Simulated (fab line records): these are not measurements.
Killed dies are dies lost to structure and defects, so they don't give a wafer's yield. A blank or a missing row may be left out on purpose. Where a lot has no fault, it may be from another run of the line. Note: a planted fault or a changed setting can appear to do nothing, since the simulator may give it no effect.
What tool caused it? / flow n5Finfet / 36 wafers from 12 lots sampled at 4 of the route's 1938 steps

WHAT EACH GAUGE READ, for each wafer
N5_PMOS_HMC_CHANNEL_EPI_THK_MEAS_22.
lot=L075; measured=day 2 07:58; on=filmMetro-02; HMC_CMP_THK (nm)=53.5 54.2 55.1
lot=L077; measured=day 2 14:04; on=filmMetro-02; HMC_CMP_THK (nm)=55.5 53.8 55.6
lot=L079; measured=day 3 01:56; on=filmMetro-02; HMC_CMP_THK (nm)=53.3 53.2 53.4
lot=L081; measured=day 3 13:45; on=filmMetro-01; HMC_CMP_THK (nm)=56.1 55.3 54.3
lot=L083; measured=day 4 01:56; on=filmMetro-02; HMC_CMP_THK (nm)=53.5 53.9 54.6
lot=L085; measured=day 4 16:01; on=filmMetro-01; HMC_CMP_THK (nm)=54.3 54.1 53.8
lot=L087; measured=day 5 02:20; on=filmMetro-02; HMC_CMP_THK (nm)=53.6 53.7 53.7
lot=L089; measured=day 5 14:46; on=filmMetro-02; HMC_CMP_THK (nm)=56.0 54.9 54.3
lot=L091; measured=day 6 02:16; on=filmMetro-02; HMC_CMP_THK (nm)=56.2 54.0 54.7
lot=L093; measured=day 6 13:20; on=filmMetro-01; HMC_CMP_THK (nm)=53.4 54.6 54.2
lot=L095; measured=day 7 03:34; on=filmMetro-02; HMC_CMP_THK (nm)=53.9 53.4 54.0
lot=L097; measured=day 7 14:44; on=filmMetro-01; HMC_CMP_THK (nm)=54.3 53.3 53.3

EACH LOT AND THE TOOL THAT RAN IT (in order: tool; ch and the chambers of the sampled wafers; start)
lot=L075; N5_PMOS_HMC_CHANNEL_EPI_HM_DEP_34=pecvd-04 ch 0,2, day 2 05:13; N5_PMOS_HMC_CHANNEL_EPI_DESCUM_14=rieDiel-02 ch 0,2, day 2 05:42; N5_PMOS_HMC_CHANNEL_EPI_CMP_21=cmp-02 ch 1,2, day 2 07:43
lot=L077; N5_PMOS_HMC_CHANNEL_EPI_HM_DEP_34=pecvd-04 ch 0,2, day 2 11:20; N5_PMOS_HMC_CHANNEL_EPI_DESCUM_14=rieDiel-02 ch 0,2,3, day 2 11:43; N5_PMOS_HMC_CHANNEL_EPI_CMP_21=cmp-02 ch 0,2,3, day 2 13:46
lot=L079; N5_PMOS_HMC_CHANNEL_EPI_HM_DEP_34=pecvd-03 ch 0,2, day 2 23:10; N5_PMOS_HMC_CHANNEL_EPI_DESCUM_14=rieDiel-04 ch 0,2, day 2 23:40; N5_PMOS_HMC_CHANNEL_EPI_CMP_21=cmp-01 ch 0,3, day 3 01:41
lot=L081; N5_PMOS_HMC_CHANNEL_EPI_HM_DEP_34=pecvd-02 ch 1,2, day 3 11:04; N5_PMOS_HMC_CHANNEL_EPI_DESCUM_14=rieDiel-02 ch 0,1,2, day 3 11:28; N5_PMOS_HMC_CHANNEL_EPI_CMP_21=cmp-02 ch 0,1,3, day 3 13:29
lot=L083; N5_PMOS_HMC_CHANNEL_EPI_HM_DEP_34=pecvd-03 ch 0,1,2, day 3 23:11; N5_PMOS_HMC_CHANNEL_EPI_DESCUM_14=rieDiel-02 ch 0,1,2, day 3 23:40; N5_PMOS_HMC_CHANNEL_EPI_CMP_21=cmp-04 ch 0,1,2, day 4 01:39
lot=L085; N5_PMOS_HMC_CHANNEL_EPI_HM_DEP_34=pecvd-02 ch 0,1, day 4 11:19; N5_PMOS_HMC_CHANNEL_EPI_DESCUM_14=rieDiel-04 ch 0,1, day 4 12:44; N5_PMOS_HMC_CHANNEL_EPI_CMP_21=cmp-02 ch 0,2,3, day 4 15:45
lot=L087; N5_PMOS_HMC_CHANNEL_EPI_HM_DEP_34=pecvd-02 ch 0,1,2, day 4 23:06; N5_PMOS_HMC_CHANNEL_EPI_DESCUM_14=rieDiel-02 ch 0,2,3, day 4 23:35; N5_PMOS_HMC_CHANNEL_EPI_CMP_21=cmp-04 ch 0,1, day 5 02:02
lot=L089; N5_PMOS_HMC_CHANNEL_EPI_HM_DEP_34=pecvd-02 ch 0,1, day 5 11:37; N5_PMOS_HMC_CHANNEL_EPI_DESCUM_14=rieDiel-02 ch 0,2, day 5 12:07; N5_PMOS_HMC_CHANNEL_EPI_CMP_21=cmp-04 ch 0,3, day 5 14:29
lot=L091; N5_PMOS_HMC_CHANNEL_EPI_HM_DEP_34=pecvd-04 ch 1,2, day 5 22:42; N5_PMOS_HMC_CHANNEL_EPI_DESCUM_14=rieDiel-04 ch 0,1,3, day 5 23:05; N5_PMOS_HMC_CHANNEL_EPI_CMP_21=cmp-02 ch 1,2,3, day 6 01:59
lot=L093; N5_PMOS_HMC_CHANNEL_EPI_HM_DEP_34=pecvd-04 ch 0,1,2, day 6 10:43; N5_PMOS_HMC_CHANNEL_EPI_DESCUM_14=rieDiel-04 ch 1,2,3, day 6 11:05; N5_PMOS_HMC_CHANNEL_EPI_CMP_21=cmp-02 ch 0,2, day 6 13:03
lot=L095; N5_PMOS_HMC_CHANNEL_EPI_HM_DEP_34=pecvd-02 ch 1,2, day 6 23:26; N5_PMOS_HMC_CHANNEL_EPI_DESCUM_14=rieDiel-05 ch 1,2,3, day 7 00:44; N5_PMOS_HMC_CHANNEL_EPI_CMP_21=cmp-01 ch 0,1,3, day 7 03:16
lot=L097; N5_PMOS_HMC_CHANNEL_EPI_HM_DEP_34=pecvd-04 ch 0,1,2, day 7 11:01; N5_PMOS_HMC_CHANNEL_EPI_DESCUM_14=rieDiel-05 ch 1,3, day 7 11:23; N5_PMOS_HMC_CHANNEL_EPI_CMP_21=cmp-04 ch 0,1,2, day 7 14:27
- N5_PMOS_HMC_CHANNEL_EPI_HM_DEP_34: deposits SiO2 from TEOS/O2, target thk 36 nm, time 6.9 s.
- N5_PMOS_HMC_CHANNEL_EPI_DESCUM_14: chemistry O2, time 7.9 s.
- N5_PMOS_HMC_CHANNEL_EPI_CMP_21: polishes SiGe30, target thk 54 nm.

THE ANSWER, worked out from the rows above alone
Rule: the usual values come from the lots themselves. The widest of any qualifying gaps counts: lots, ordered by their means at a reading, are off when they make up no more than a third of the lots, leave a main group of 4 or more, and stand apart from it by 3 or more times the standard deviation of that group's means. A main group is skipped when, at the precision printed for the reading in the tables above, its means are all equal. A lot without any number at a reading at which 4 lots or more have one is off too. All remaining lots with rows at the step are treated as sound.
None of the lots is off at any reading shown; this tells nothing.

WHAT THE SIMULATOR PUT IN
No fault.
